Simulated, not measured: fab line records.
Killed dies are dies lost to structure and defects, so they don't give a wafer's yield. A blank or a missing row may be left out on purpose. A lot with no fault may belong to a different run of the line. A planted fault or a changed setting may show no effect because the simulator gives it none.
Split-lot trial :: flow n5Finfet :: 7 lots, 21 wafers read, on a route of 1938 steps

== THE SPLIT ITSELF ==
At N5_MOL_CONTACT_COAG_EXPOSE_37 (exposes mask VD, defocus 0 nm), the setting doseMj was moved away from the recipe's 62 on 7 of the 21 wafers read, by -4.0% to +6.3%. All remaining wafers had this setting at the recipe value.

== FROM THE SPLIT TO THE READING: what the file shows between them, 2 steps ==
- N5_MOL_CONTACT_COAG_PEB_38: peb time 60 s
- N5_MOL_CONTACT_COAG_DEVELOP_39: develop time 30 s

== THE READING ==
cdNm at N5_MOL_CONTACT_COAG_CD_MEAS_40, given in nm (cd target 25.1 nm). On this fab line, fault-free wafers typically give 24.94 nm with a standard deviation of 0.26 nm.

wafer: L075.1
tool, chamber at the split: euvScanner-02, 0
doseMj as run: 65.88
against the recipe: +6.3%
cdNm, nm: 26.22
against lot-mates on the recipe: +1.08

wafer: L075.3
tool, chamber at the split: euvScanner-02, 0
doseMj as run: 62
against the recipe: recipe
cdNm, nm: 25.14
against lot-mates on the recipe: -

wafer: L075.6
tool, chamber at the split: euvScanner-02, 0
doseMj as run: 65.88
against the recipe: +6.3%
cdNm, nm: 26.03
against lot-mates on the recipe: +0.89

wafer: L076.4
tool, chamber at the split: euvScanner-02, 0
doseMj as run: 64.56
against the recipe: +4.1%
cdNm, nm: 26.04
against lot-mates on the recipe: +0.81

wafer: L076.5
tool, chamber at the split: euvScanner-02, 0
doseMj as run: 62
against the recipe: recipe
cdNm, nm: 25.23
against lot-mates on the recipe: -

wafer: L076.6
tool, chamber at the split: euvScanner-02, 0
doseMj as run: 62
against the recipe: recipe
cdNm, nm: 25.23
against lot-mates on the recipe: -

wafer: L078.2
tool, chamber at the split: euvScanner-02, 0
doseMj as run: 62
against the recipe: recipe
cdNm, nm: 24.28
against lot-mates on the recipe: -

wafer: L078.3
tool, chamber at the split: euvScanner-02, 0
doseMj as run: 62
against the recipe: recipe
cdNm, nm: 24.77
against lot-mates on the recipe: -

wafer: L078.5
tool, chamber at the split: euvScanner-02, 0
doseMj as run: 62
against the recipe: recipe
cdNm, nm: 24.66
against lot-mates on the recipe: -

wafer: L082.1
tool, chamber at the split: euvScanner-02, 0
doseMj as run: 62
against the recipe: recipe
cdNm, nm: 24.90
against lot-mates on the recipe: -

wafer: L082.3
tool, chamber at the split: euvScanner-02, 0
doseMj as run: 62
against the recipe: recipe
cdNm, nm: 24.85
against lot-mates on the recipe: -

wafer: L082.4
tool, chamber at the split: euvScanner-02, 0
doseMj as run: 62
against the recipe: recipe
cdNm, nm: 25.45
against lot-mates on the recipe: -

wafer: L083.2
tool, chamber at the split: euvScanner-01, 0
doseMj as run: 59.53
against the recipe: -4.0%
cdNm, nm: 24.34
against lot-mates on the recipe: -0.96

wafer: L083.4
tool, chamber at the split: euvScanner-01, 0
doseMj as run: 62
against the recipe: recipe
cdNm, nm: 25.30
against lot-mates on the recipe: -

wafer: L083.6
tool, chamber at the split: euvScanner-01, 0
doseMj as run: 59.53
against the recipe: -4.0%
cdNm, nm: 24.30
against lot-mates on the recipe: -1.00

wafer: L087.3
tool, chamber at the split: euvScanner-02, 0
doseMj as run: 62
against the recipe: recipe
cdNm, nm: 24.87
against lot-mates on the recipe: -

wafer: L087.5
tool, chamber at the split: euvScanner-02, 0
doseMj as run: 62
against the recipe: recipe
cdNm, nm: 25.05
against lot-mates on the recipe: -

wafer: L087.6
tool, chamber at the split: euvScanner-02, 0
doseMj as run: 62
against the recipe: recipe
cdNm, nm: 25.08
against lot-mates on the recipe: -

wafer: L089.2
tool, chamber at the split: euvScanner-02, 0
doseMj as run: 65.11
against the recipe: +5.0%
cdNm, nm: 25.64
against lot-mates on the recipe: +0.74

wafer: L089.3
tool, chamber at the split: euvScanner-02, 0
doseMj as run: 65.11
against the recipe: +5.0%
cdNm, nm: 26.01
against lot-mates on the recipe: +1.11

wafer: L089.6
tool, chamber at the split: euvScanner-02, 0
doseMj as run: 62
against the recipe: recipe
cdNm, nm: 24.90
against lot-mates on the recipe: -

THE FIT
A straight line over all 21 wafers: cdNm changes by +0.181 nm for each +1% of doseMj; r = +0.89; the points scatter about the line by 0.27 nm.
The same after taking each lot's own level away (the mean of its wafers on the recipe; 21 wafers): +0.189 nm for each +1%; r = +0.95; scatter 0.18 nm.
Per that fit: largest doseMj move, reading shift of 1.2 nm.
Across the lots, their own levels run from 24.570 to 25.300 nm, a range of 2.8 times the standard deviation given above.
Hence the lot-to-lot level has little effect on the slope; both slopes agree.
Check: for one of the wafers moved furthest among these (+6.3%), held out of the fit, the line's prediction against its lot-mates is +1.16 nm. Against them it came out at +1.08 nm.

== OTHER SPLITS ON THESE WAFERS ==
These wafers also went through other splits before the reading. Each is held against what the fit with the lots' levels taken away leaves over:
other split on the same wafers: N5_HKMG_FIN_COAT_66 spinRpm
wafers away from the commonest value: 8
r with cdNm (lot level and that fit taken away): -0.03

other split on the same wafers: N5_GATE_CUT_EXPOSE_10 doseMj
wafers away from the commonest value: 4
r with cdNm (lot level and that fit taken away): +0.17

other split on the same wafers: N5_GATE_CUT_DESCUM_18 timeS
wafers away from the commonest value: 11
r with cdNm (lot level and that fit taken away): -0.04

other split on the same wafers: N5_MOL_CONTACT_COAG_COAT_64 spinRpm
wafers away from the commonest value: 5
r with cdNm (lot level and that fit taken away): -0.08

== FILE'S OWN FIT ==
cdNm changes by +0.186 nm for each +1% of doseMj, r = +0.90.
